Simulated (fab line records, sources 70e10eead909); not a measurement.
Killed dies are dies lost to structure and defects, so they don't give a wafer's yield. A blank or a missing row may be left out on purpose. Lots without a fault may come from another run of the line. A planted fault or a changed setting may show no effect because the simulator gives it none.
Which tool did it? | flow nand_harc | 24 lots, 72 wafers sampled, at 6 steps of a route of 1302

WHAT THE GAUGES READ, wafer by wafer
The record holds no reading of a measuring or inspecting step that can be judged against a usual standard deviation.

WHICH TOOL RAN EACH LOT (tool, then ch and the chambers of the sampled wafers, then the start)
lot  | NHARC_A_SLIT_DEP_25             | NHARC_A_SLIT_DEP_23             | NHARC_A_SLIT_STRIP_18                         | NHARC_A_WL_FILL_ALD_00           | NHARC_A_WL_FILL_STRIP_27             | NHARC_A_WL_FILL_ALD_10
L074 | pecvd-03 ch 0,2, day 19 13:17   | pecvd-02 ch 0,2, day 19 17:37   | rie_diel-09 ch 1,2,3, day 20 11:52 or earlier | ald_hk-02 ch 0,1,3, day 20 11:52 | plasma_asher-01 ch 0,1, day 20 13:33 | ald_hk-03 ch 0,1,2, day 20 21:49
L077 | pecvd-04 ch 0,2, day 20 09:07   | pecvd-03 ch 0,2, day 20 14:25   | rie_diel-09 ch 0,3, day 21 08:21 or earlier   | ald_hk-02 ch 1,2,3, day 21 08:21 | plasma_asher-02 ch 0,1, day 21 09:59 | ald_hk-02 ch 0,2,3, day 21 18:15
L076 | pecvd-03 ch 0,1,2, day 20 09:10 | pecvd-04 ch 0,2, day 20 14:23   | rie_diel-13 ch 0,1,2, day 21 04:31 or earlier | ald_hk-02 ch 0,1,2, day 21 04:31 | plasma_asher-02 ch 0,1, day 21 06:16 | ald_hk-03 ch 1,2,3, day 21 10:25
L075 | pecvd-02 ch 0,2, day 20 09:10   | pecvd-03 ch 0,1,2, day 20 13:13 | rie_diel-02 ch 0,1,2, day 21 02:59 or earlier | ald_hk-02 ch 1,2,3, day 21 02:59 | plasma_asher-01 ch 0,1, day 21 04:38 | ald_hk-02 ch 2,3, day 21 10:01
L079 | pecvd-03 ch 0,2, day 21 05:01   | pecvd-04 ch 0, day 21 09:12     | rie_diel-09 ch 1,2,3, day 21 23:09 or earlier | ald_hk-02 ch 2,3, day 21 23:09   | plasma_asher-02 ch 0,1, day 22 00:55 | ald_hk-04 ch 0,1,2, day 22 06:19
L078 | pecvd-02 ch 0,2, day 21 14:26   | pecvd-02 ch 1, day 21 18:59     | rie_diel-02 ch 0,1, day 22 08:50 or earlier   | ald_hk-02 ch 2,3, day 22 08:50   | plasma_asher-02 ch 0,1, day 22 10:31 | ald_hk-04 ch 0,2, day 22 16:08
L080 | pecvd-02 ch 0,1, day 21 14:40   | pecvd-02 ch 0,1, day 21 20:02   | rie_diel-02 ch 1,2, day 22 08:51 or earlier   | ald_hk-03 ch 2,3, day 22 08:51   | plasma_asher-01 ch 0,1, day 22 10:29 | ald_hk-03 ch 0,1,3, day 22 17:50
L081 | pecvd-03 ch 1,2, day 21 14:41   | pecvd-04 ch 0,2, day 21 21:07   | rie_diel-09 ch 0,2,3, day 22 13:38 or earlier | ald_hk-04 ch 0,2, day 22 13:38   | plasma_asher-01 ch 0,1, day 22 15:27 | ald_hk-02 ch 0,1,2, day 22 22:07
L083 | pecvd-04 ch 0,1, day 23 19:35   | pecvd-04 ch 0,1,2, day 24 00:14 | rie_diel-02 ch 0,2, day 24 14:08 or earlier   | ald_hk-03 ch 1,2, day 24 14:08   | plasma_asher-01 ch 0,1, day 24 15:49 | ald_hk-02 ch 0,2,3, day 24 22:00
L082 | pecvd-02 ch 0,1,2, day 23 19:50 | pecvd-04 ch 1,2, day 24 04:05   | rie_diel-02 ch 1,2,3, day 24 18:04 or earlier | ald_hk-02 ch 0,2,3, day 24 18:04 | plasma_asher-02 ch 0,1, day 24 19:41 | ald_hk-02 ch 0,1,3, day 25 01:14
L084 | pecvd-02 ch 0,2, day 24 00:22   | pecvd-04 ch 1,2, day 24 06:16   | rie_diel-02 ch 1,3, day 24 20:14 or earlier   | ald_hk-02 ch 0,1,2, day 24 20:14 | plasma_asher-01 ch 0,1, day 24 22:15 | ald_hk-04 ch 1,2,3, day 25 01:19
L085 | pecvd-04 ch 0,1,2, day 24 00:29 | pecvd-02 ch 0,1,2, day 24 07:49 | rie_diel-02 ch 1,3, day 24 23:13 or earlier   | ald_hk-04 ch 0,1,3, day 24 23:13 | plasma_asher-02 ch 0,1, day 25 00:59 | ald_hk-02 ch 0,1,3, day 25 06:23
L088 | pecvd-03 ch 0,2, day 24 20:31   | pecvd-03 ch 0,1,2, day 25 00:41 | rie_diel-09 ch 1,2, day 25 14:44 or earlier   | ald_hk-04 ch 2,3, day 25 14:44   | plasma_asher-01 ch 0,1, day 25 16:25 | ald_hk-02 ch 1,2,3, day 25 21:47
L086 | pecvd-02 ch 0,1, day 24 20:36   | pecvd-02 ch 0,1,2, day 25 00:41 | rie_diel-13 ch 0,1,2, day 25 14:46 or earlier | ald_hk-03 ch 0,3, day 25 14:46   | plasma_asher-02 ch 0,1, day 25 16:25 | ald_hk-03 ch 0,2,3, day 25 22:49
L089 | pecvd-04 ch 0,2, day 25 14:17   | pecvd-04 ch 0,1,2, day 25 20:36 | rie_diel-13 ch 0,1,2, day 26 10:34 or earlier | ald_hk-04 ch 1,2,3, day 26 10:34 | plasma_asher-01 ch 0,1, day 26 12:23 | ald_hk-03 ch 1,2,3, day 26 18:49
L090 | pecvd-02 ch 0,2, day 26 12:03   | pecvd-03 ch 0,1,2, day 26 18:34 | rie_diel-09 ch 1,3, day 27 08:31 or earlier   | ald_hk-03 ch 0,1,3, day 27 08:31 | plasma_asher-01 ch 0,1, day 27 10:39 | ald_hk-02 ch 0,3, day 27 15:59
L087 | pecvd-02 ch 0,1,2, day 26 12:15 | pecvd-04 ch 0,1, day 26 22:22   | rie_diel-13 ch 0,1,3, day 27 13:59 or earlier | ald_hk-04 ch 0,1,2, day 27 13:59 | plasma_asher-01 ch 0,1, day 27 15:47 | ald_hk-03 ch 0,1,3, day 27 23:51
L091 | pecvd-03 ch 1,2, day 26 19:20   | pecvd-02 ch 0,1, day 27 03:47   | rie_diel-13 ch 0,1,3, day 27 18:37 or earlier | ald_hk-04 ch 0,3, day 27 18:37   | plasma_asher-01 ch 0,1, day 27 21:43 | ald_hk-04 ch 0,1,2, day 28 04:55
L092 | pecvd-02 ch 0,1,2, day 27 12:34 | pecvd-02 ch 0,1, day 27 16:59   | rie_diel-13 ch 0,3, day 28 06:58 or earlier   | ald_hk-04 ch 0,1,3, day 28 06:58 | plasma_asher-02 ch 0,1, day 28 08:37 | ald_hk-04 ch 0,1, day 28 13:50
L096 | pecvd-04 ch 0,1, day 28 06:43   | pecvd-03 ch 0,1, day 28 10:48   | rie_diel-02 ch 1,3, day 29 00:53 or earlier   | ald_hk-04 ch 0,1,2, day 29 00:53 | plasma_asher-01 ch 1, day 29 02:37   | ald_hk-04 ch 1,3, day 29 08:04
L094 | pecvd-03 ch 0,1,2, day 28 06:44 | pecvd-04 ch 0,1,2, day 28 12:20 | rie_diel-02 ch 0,1,2, day 29 02:37 or earlier | ald_hk-03 ch 0,1,2, day 29 02:37 | plasma_asher-01 ch 0,1, day 29 04:17 | ald_hk-03 ch 0,2,3, day 29 08:11
L095 | pecvd-04 ch 0,1, day 28 12:56   | pecvd-02 ch 0,1,2, day 28 17:02 | rie_diel-13 ch 1,3, day 29 10:23 or earlier   | ald_hk-02 ch 1,2,3, day 29 10:23 | plasma_asher-02 ch 1, day 29 12:14   | ald_hk-04 ch 0,1, day 29 18:02
L093 | pecvd-02 ch 0,1,2, day 28 12:59 | pecvd-03 ch 0,1,2, day 28 17:08 | rie_diel-13 ch 0,1,3, day 29 10:40 or earlier | ald_hk-02 ch 0,1,2, day 29 10:40 | plasma_asher-02 ch 0,1, day 29 12:40 | ald_hk-02 ch 0,1,2, day 29 17:31
L097 | pecvd-04 ch 0,1,2, day 29 00:43 | pecvd-03 ch 0,1, day 29 06:13   | rie_diel-13 ch 0,1, day 29 20:42 or earlier   | ald_hk-03 ch 0,1,2, day 29 20:42 | plasma_asher-01 ch 0,1, day 29 22:19 | ald_hk-03 ch 0,1,3, day 30 04:43
- NHARC_A_SLIT_DEP_25: deposits SiO2, target thk 200 nm.
- NHARC_A_SLIT_DEP_23: deposits SiON, target thk 100 nm.
- NHARC_A_SLIT_STRIP_18: strips in O2.
- NHARC_A_WL_FILL_ALD_00: deposits Al2O3, target thk 3 nm, pulse time 3 s, ald cycles 30.
- NHARC_A_WL_FILL_STRIP_27: strips in N2/H2, time 20 s.
- NHARC_A_WL_FILL_ALD_10: deposits SiO2, target thk 50 nm, pulse time 10 s, ald cycles 500.

WHAT THE TOOLS THEMSELVES READ (means of the sampled wafers that have a number; where no wafer has one, the mark that the record gives instead)
NHARC_A_SLIT_DEP_25. Usual: heater_power_w 518 W, standard deviation 65; showerhead_vpp_V 1843 V, standard deviation 87; throttle_valve_pct 16.1 %, standard deviation 0.58.
lot  | tool     | heater_power_w (W) | showerhead_vpp_V (V) | throttle_valve_pct (%) | flag
L074 | pecvd-03 | 602                | 1849                 | 16.0                   |
L077 | pecvd-04 | 499                | 1747                 | 16.2                   |
L076 | pecvd-03 | 536                | 1818                 | 15.8                   |
L075 | pecvd-02 | 527                | 1878                 | 16.2                   |
L079 | pecvd-03 | 574                | 1830                 | 15.5                   |
L078 | pecvd-02 | 490                | 1932                 | 16.7                   |
L080 | pecvd-02 | 453                | 1938                 | 16.8                   |
L081 | pecvd-03 | 559                | 1795                 | 15.5                   |
L083 | pecvd-04 | 522                | 1786                 | 16.4                   |
L082 | pecvd-02 | 499                | 1924                 | 16.7                   |
L084 | pecvd-02 | 468                | 1867                 | 16.5                   |
L085 | pecvd-04 | 508                | 1780                 | 16.3                   |
L088 | pecvd-03 | 587                | 1807                 | 15.3                   |
L086 | pecvd-02 | 444                | 1954                 | 17.0                   |
L089 | pecvd-04 | 541                | 1751                 | 16.3                   |
L090 | pecvd-02 | 567                | 1874                 | 16.3                   |
L087 | pecvd-02 | 533                | 1926                 | 16.2                   |
L091 | pecvd-03 | 534                | 1788                 | 15.3                   |
L092 | pecvd-02 | 529                | 1915                 | 16.3                   |
L096 | pecvd-04 | 515                | 1799                 | 16.2                   |
L094 | pecvd-03 | 578                | 1804                 | 15.3                   |
L095 | pecvd-04 | 536                | 1725                 | 16.6                   |
L093 | pecvd-02 | 531                | 1913                 | 16.3                   |
L097 | pecvd-04 | 506                | 1782                 | 16.2                   |

NHARC_A_SLIT_DEP_23. Usual: heater_power_w 711 W, standard deviation 66; showerhead_vpp_V 1143 V, standard deviation 58.
lot  | tool     | heater_power_w (W) | showerhead_vpp_V (V) | flag
L074 | pecvd-02 | 752                | 1179                 |
L077 | pecvd-03 | 816                | 1135                 |
L076 | pecvd-04 | 714                | 1088                 |
L075 | pecvd-03 | 738                | 1141                 |
L079 | pecvd-04 | 645                | 1048                 |
L078 | pecvd-02 | 619                | 1235                 |
L080 | pecvd-02 | 679                | 1218                 |
L081 | pecvd-04 | 719                | 1098                 |
L083 | pecvd-04 | 670                | 1102                 |
L082 | pecvd-04 | 655                | 1136                 |
L084 | pecvd-04 | 715                | 1137                 |
L085 | pecvd-02 | 675                | 1206                 |
L088 | pecvd-03 | 770                | 1129                 |
L086 | pecvd-02 | 684                | 1192                 |
L089 | pecvd-04 | 695                | 1109                 |
L090 | pecvd-03 | 778                | 1132                 |
L087 | pecvd-04 | 667                | 1082                 |
L091 | pecvd-02 | 665                | 1220                 |
L092 | pecvd-02 | 655                | 1205                 |
L096 | pecvd-03 | 733                | 1158                 |
L094 | pecvd-04 | 670                | 1105                 |
L095 | pecvd-02 | 742                | 1193                 |
L093 | pecvd-03 | 788                | 1137                 |
L097 | pecvd-03 | 716                | 1158                 |

NHARC_A_SLIT_STRIP_18. Usual: drypump_motor_current_A 5.7 A, standard deviation 0.45; oes_product_au 0.997 a.u., standard deviation 0.0066; rf_vpp_V 57.6 V, standard deviation 0.77; showerhead_plenum_p_Torr 3.46 Torr, standard deviation 0.12; throttle_valve_pct 17.035 %, standard deviation 0.0083.
lot  | tool        | drypump_motor_current_A (A) | oes_product_au (a.u.) | rf_vpp_V (V) | showerhead_plenum_p_Torr (Torr) | throttle_valve_pct (%) | flag
L074 | rie_diel-09 | 5.8                         | 0.994                 | 58.6         | 3.54                            | 17.036                 |
L077 | rie_diel-09 | 5.6                         | 1.002                 | 57.7         | 3.54                            | 17.037                 |
L076 | rie_diel-13 | 5.6                         | 1.001                 | 57.0         | 3.39                            | 17.039                 |
L075 | rie_diel-02 | 5.6                         | 0.999                 | 56.9         | 3.42                            | 17.036                 |
L079 | rie_diel-09 | 5.7                         | 0.996                 | 58.0         | 3.54                            | 17.035                 |
L078 | rie_diel-02 | 5.7                         | 0.999                 | 58.1         | 3.53                            | 17.035                 |
L080 | rie_diel-02 | 5.7                         | 0.991                 | 56.6         | 3.31                            | 17.035                 |
L081 | rie_diel-09 | 5.4                         | 0.996                 | 57.3         | 3.55                            | 17.033                 |
L083 | rie_diel-02 | 5.4                         | 1.000                 | 57.3         | 3.43                            | 17.041                 |
L082 | rie_diel-02 | 5.6                         | 0.991                 | 57.5         | 3.41                            | 17.030                 |
L084 | rie_diel-02 | 5.8                         | 0.999                 | 57.5         | 3.50                            | 17.037                 |
L085 | rie_diel-02 | 5.8                         | 0.997                 | 57.8         | 3.50                            | 17.034                 |
L088 | rie_diel-09 | 5.9                         | 0.994                 | 58.2         | 3.55                            | 17.035                 |
L086 | rie_diel-13 | 5.6                         | 0.994                 | 57.4         | 3.39                            | 17.028                 |
L089 | rie_diel-13 | 5.6                         | 0.999                 | 57.1         | 3.39                            | 17.041                 |
L090 | rie_diel-09 | 6.1                         | 1.003                 | 57.7         | 3.55                            | 17.034                 |
L087 | rie_diel-13 | 5.6                         | 0.989                 | 58.2         | 3.45                            | 17.038                 |
L091 | rie_diel-13 | 5.6                         | 0.998                 | 57.2         | 3.45                            | 17.040                 |
L092 | rie_diel-13 | 6.1                         | 0.998                 | 57.1         | 3.50                            | 17.038                 |
L096 | rie_diel-02 | 5.9                         | 0.989                 | 57.1         | 3.41                            | 17.037                 |
L094 | rie_diel-02 | 5.6                         | 0.998                 | 57.8         | 3.42                            | 17.032                 |
L095 | rie_diel-13 | 5.3                         | 0.995                 | 57.2         | 3.43                            | 17.031                 |
L093 | rie_diel-13 | 5.7                         | 0.994                 | 57.8         | 3.45                            | 17.034                 |
L097 | rie_diel-13 | 5.2                         | 0.986                 | 57.1         | 3.39                            | 17.034                 |

NHARC_A_WL_FILL_ALD_00. Usual: heater_power_w 469 W, standard deviation 58; precursor_pulse_height_rel 1.000, standard deviation 0.021.
lot  | tool      | heater_power_w (W) | precursor_pulse_height_rel | flag
L074 | ald_hk-02 | 454                | 1.027                      |
L077 | ald_hk-02 | 435                | 0.990                      |
L076 | ald_hk-02 | 481                | 1.009                      |
L075 | ald_hk-02 | 436                | 1.012                      |
L079 | ald_hk-02 | 419                | 0.998                      |
L078 | ald_hk-02 | 411                | 0.996                      |
L080 | ald_hk-03 | 537                | 1.000                      |
L081 | ald_hk-04 | 461                | 1.002                      |
L083 | ald_hk-03 | 570                | 0.989                      |
L082 | ald_hk-02 | 444                | 1.023                      |
L084 | ald_hk-02 | 473                | 0.989                      |
L085 | ald_hk-04 | 459                | 0.995                      |
L088 | ald_hk-04 | 525                | 0.996                      |
L086 | ald_hk-03 | 441                | 0.994                      |
L089 | ald_hk-04 | 474                | 0.977                      |
L090 | ald_hk-03 | 467                | 1.015                      |
L087 | ald_hk-04 | 439                | 1.009                      |
L091 | ald_hk-04 | 474                | 0.999                      |
L092 | ald_hk-04 | 466                | 0.996                      |
L096 | ald_hk-04 | 436                | 0.983                      |
L094 | ald_hk-03 | 514                | 1.000                      |
L095 | ald_hk-02 | 431                | 1.005                      |
L093 | ald_hk-02 | 480                | 1.002                      |
L097 | ald_hk-03 | 515                | 0.999                      |

NHARC_A_WL_FILL_STRIP_27. Usual: drypump_motor_current_A 5.58 A, standard deviation 0.13; heater_power_w 350 W, standard deviation 35.
lot  | tool            | drypump_motor_current_A (A) | heater_power_w (W) | flag
L074 | plasma_asher-01 | 5.47                        | 331                |
L077 | plasma_asher-02 | 5.69                        | 399                |
L076 | plasma_asher-02 | 5.71                        | 400                |
L075 | plasma_asher-01 | 5.46                        | 324                |
L079 | plasma_asher-02 | 5.71                        | 395                |
L078 | plasma_asher-02 | 5.70                        | 395                |
L080 | plasma_asher-01 | 5.51                        | 326                |
L081 | plasma_asher-01 | 5.51                        | 328                |
L083 | plasma_asher-01 | 5.52                        | 325                |
L082 | plasma_asher-02 | 5.68                        | 391                |
L084 | plasma_asher-01 | 5.46                        | 321                |
L085 | plasma_asher-02 | 5.73                        | 376                |
L088 | plasma_asher-01 | 5.47                        | 318                |
L086 | plasma_asher-02 | 5.69                        | 397                |
L089 | plasma_asher-01 | 5.50                        | 328                |
L090 | plasma_asher-01 | 5.47                        | 321                |
L087 | plasma_asher-01 | 5.47                        | 316                |
L091 | plasma_asher-01 | 5.52                        | 326                |
L092 | plasma_asher-02 | 5.71                        | 387                |
L096 | plasma_asher-01 | 5.57                        | 330                |
L094 | plasma_asher-01 | 5.47                        | 320                |
L095 | plasma_asher-02 | 5.63                        | 403                |
L093 | plasma_asher-02 | 5.74                        | 377                |
L097 | plasma_asher-01 | 5.47                        | 320                |

NHARC_A_WL_FILL_ALD_10. Usual: heater_power_w 468 W, standard deviation 57; precursor_pulse_height_rel 0.998, standard deviation 0.018.
lot  | tool      | heater_power_w (W) | precursor_pulse_height_rel | flag
L074 | ald_hk-03 | 521                | 0.981                      |
L077 | ald_hk-02 | 446                | 1.010                      |
L076 | ald_hk-03 | 510                | 1.008                      |
L075 | ald_hk-02 | 418                | 0.991                      |
L079 | ald_hk-04 | 443                | 0.987                      |
L078 | ald_hk-04 | 461                | 0.994                      |
L080 | ald_hk-03 | 463                | 0.999                      |
L081 | ald_hk-02 | 471                | 0.997                      |
L083 | ald_hk-02 | 441                | 0.990                      |
L082 | ald_hk-02 | 450                | 1.017                      |
L084 | ald_hk-04 | 480                | 1.014                      |
L085 | ald_hk-02 | 447                | 0.997                      |
L088 | ald_hk-02 | 434                | 0.990                      |
L086 | ald_hk-03 | 485                | 1.022                      |
L089 | ald_hk-03 | 507                | 0.999                      |
L090 | ald_hk-02 | 421                | 0.987                      |
L087 | ald_hk-03 | 473                | 0.995                      |
L091 | ald_hk-04 | 439                | 0.995                      |
L092 | ald_hk-04 | 426                | 1.015                      |
L096 | ald_hk-04 | 454                | 1.012                      |
L094 | ald_hk-03 | 484                | 1.007                      |
L095 | ald_hk-04 | 426                | 0.990                      |
L093 | ald_hk-02 | 478                | 1.000                      |
L097 | ald_hk-03 | 468                | 1.006                      |

THE ANSWER, worked out from the rows above alone
Rule: a lot is off if the mean of its wafers that have a number lies more than 3 standard deviations from the usual mean. A lot without any number at a reading at which 4 lots or more have one is off too. The other lots that the step has rows for count as sound. The gauges are gone through in route order, then the tools' own readings, and for those a lot's mean is taken as printed above. The first step at which some lot is off is used, and at that step the reading that is off furthest; a lot without a number counts as furthest.
No lot is off at any reading shown: from this, nothing can be told.

WHAT THE SIMULATOR HAD PUT IN
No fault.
